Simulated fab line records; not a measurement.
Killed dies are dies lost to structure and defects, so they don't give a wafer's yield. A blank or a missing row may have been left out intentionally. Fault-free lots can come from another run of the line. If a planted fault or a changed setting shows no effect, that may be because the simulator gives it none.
The tool behind it: which one? + flow nand-harc + 24 lots (72 wafers sampled), 1 step of a 1302-step route

== WHAT THE GAUGES SHOWED, per wafer ==
NHARC_P_M1_INSPECT_27.
| lot  | measured     | on                | raw-defect-count |
|------|--------------|-------------------|------------------|
| L074 | day 6 08:10  | defect-inspect-02 | 301 336 272      |
| L075 | day 6 23:18  | defect-inspect-01 | 142 362 228      |
| L076 | day 6 23:50  | defect-inspect-02 | 302 218 349      |
| L077 | day 7 14:34  | defect-inspect-02 | 389 531 370      |
| L078 | day 7 21:52  | defect-inspect-02 | 426 286 234      |
| L079 | day 8 14:13  | defect-inspect-02 | 253 180 209      |
| L080 | day 8 23:55  | defect-inspect-02 | 252 314 437      |
| L081 | day 9 12:07  | defect-inspect-01 | 197 194 375      |
| L082 | day 10 00:53 | defect-inspect-02 | 300 432 408      |
| L083 | day 10 08:11 | defect-inspect-01 | 209 116 156      |
| L084 | day 10 23:00 | defect-inspect-01 | 202 247 163      |
| L086 | day 11 06:47 | defect-inspect-02 | 244 311 447      |
| L085 | day 11 07:13 | defect-inspect-01 | 379 520 271      |
| L087 | day 11 18:29 | defect-inspect-02 | 305 545 241      |
| L088 | day 12 10:54 | defect-inspect-01 | 363 284 163      |
| L089 | day 12 21:23 | defect-inspect-02 | 512 354 269      |
| L090 | day 13 01:07 | defect-inspect-02 | 179 251 310      |
| L091 | day 13 14:03 | defect-inspect-01 | 553 372 244      |
| L092 | day 13 22:56 | defect-inspect-01 | 162 198 259      |
| L093 | day 13 23:32 | defect-inspect-01 | 224 258 186      |
| L094 | day 14 13:18 | defect-inspect-01 | 213 232 429      |
| L095 | day 14 23:45 | defect-inspect-01 | 193 189 254      |
| L096 | day 15 08:40 | defect-inspect-02 | 198 294 177      |
| L097 | day 15 23:42 | defect-inspect-02 | 217 304 237      |

== WHAT TOOL EACH LOT RAN ON (gives the tool, then ch and the chambers of the sampled wafers, and finally the start) ==
Record: no process step prior to these readings.

== WHAT THE TOOLS THEMSELVES READ (means of the sampled wafers that have a number; where no wafer has one, the mark that the record gives instead) ==
The record holds no such reading with a usual standard deviation.

== THE ANSWER, worked out from the rows above alone ==
Rule: what is usual is taken from the lots themselves. The widest of any qualifying gaps counts: lots, ordered by their means at a reading, are off when they make up no more than a third of the lots, leave a main group of 4 or more, and stand apart from it by 3 or more times the standard deviation of that group's means. The tables above print the reading to a certain number of digits; a main group whose means all agree to those digits is not used. A lot without any number at a reading at which 4 lots or more have one is off too. The other lots that the step has rows for count as sound. Order of review: gauges by route order, followed by the tools' own readings, for which a lot's mean as printed above is used. At the first step where some lot is off, the reading lying furthest off is the one used; lots without a number count as furthest.
Across all readings shown, no lot is off: no conclusion can be drawn from this.

== WHAT THE SIMULATOR PUT IN ==
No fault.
